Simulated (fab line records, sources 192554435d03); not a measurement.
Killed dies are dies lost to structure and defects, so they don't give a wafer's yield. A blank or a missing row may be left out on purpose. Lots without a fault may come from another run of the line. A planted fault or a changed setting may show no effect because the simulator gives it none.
Problem report in the 8D (eight disciplines) form, filled by code | flow n5_finfet | the parts of the form that need people (team, actions taken, sign-off) are left out

1. THE PROBLEM
etch_rf_on_time_s at N5_GATE_CUT_CUT_ETCH_54 reads a mean of 44.6 s on 4 wafers of 3 lots; wafers without a fault read 36.4 s with a standard deviation of 0.54. That is +15 standard deviations from the usual mean.
The step: etches TiN in Cl2/BCl3, target depth 96.7 nm.
First seen on wafer L439.1, day 5 20:35, on rie_metal-02. The record holds 27 wafers of 10 lots with a number at this step. Rule for "out", or "out of limits": more than 4 standard deviations from the usual mean. The other wafers with a number count as sound.

2. WHAT IT IS AND WHAT IT IS NOT
question                    | is                             | is not
which readings at this step | etch_rf_on_time_s              | bcl3_flow_sccm, drypump_motor_current_A, oes_ar_750_au, oes_product_au, throttle_valve_pct
which lots                  | L439, L444, L445               | L438, L441, L452, L453, L455, L456, L458
which wafers of those lots  | L439.1, L444.1, L444.4, L445.1 | L439.2, L445.6
read on which tools         | rie_metal-02                   | rie_metal-01, rie_metal-03
when                        | from day 5 20:35               | up to then (4 sound wafers); but 19 sound wafers of L441, L445, L452, L453, L455, L456, L458 came after

3. SUSPECTS, AND WHAT RULES EACH OUT
Counting: a tool at a process step up to the reading stays a suspect if it ran every lot that is out. Sound lots after the first of them don't rule it out here, since some wafers of a struck lot are sound.
- rie_metal-02 at N5_GATE_CUT_CUT_ETCH_54 (etches TiN in Cl2/BCl3, target depth 96.7 nm): kept. It ran every lot that is out, first L439 (day 5 20:35); its last sound lot up to then is L438 (day 5 09:34). Its own readings are out on those wafers: etch_rf_on_time_s.
Left after counting: rie_metal-02 at N5_GATE_CUT_CUT_ETCH_54.

4. THE CAUSE (what the simulator had put in)
Process parameter drift: rie_metal-02, from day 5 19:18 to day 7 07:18, at N5_GATE_CUT_CUT_ETCH_54. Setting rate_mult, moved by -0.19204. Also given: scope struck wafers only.
Counting left only this tool.

5. THE CHAIN OF EFFECTS, in route order
Each row: a reading whose mean over the struck wafers that have a number lies more than 3 standard deviations from the usual. Only readings for which the record gives a usual standard deviation are gone through. hours: the time from each lot's start at the first step in this table that gives one to its start at this step, as a median over the lots. sigmas: the change in usual standard deviations.
hours | step                    | reading           | usual  | on struck wafers | change | sigmas
0     | N5_GATE_CUT_CUT_ETCH_54 | etch_rf_on_time_s | 36.4 s | 44.6             | +8.2   | +15
The process steps in it:
- N5_GATE_CUT_CUT_ETCH_54: etches TiN in Cl2/BCl3, target depth 96.7 nm.
Later measuring or inspecting steps at which every struck wafer that the step has a row for has a number for every such reading, and none has moved that far: N5_BEOL_M4_RC_MEAS_101.

6. WHAT WOULD HAVE CAUGHT IT SOONER
In this record the first reading out of limits was taken at day 5 20:35, 1 hour after the fault began at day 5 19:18.
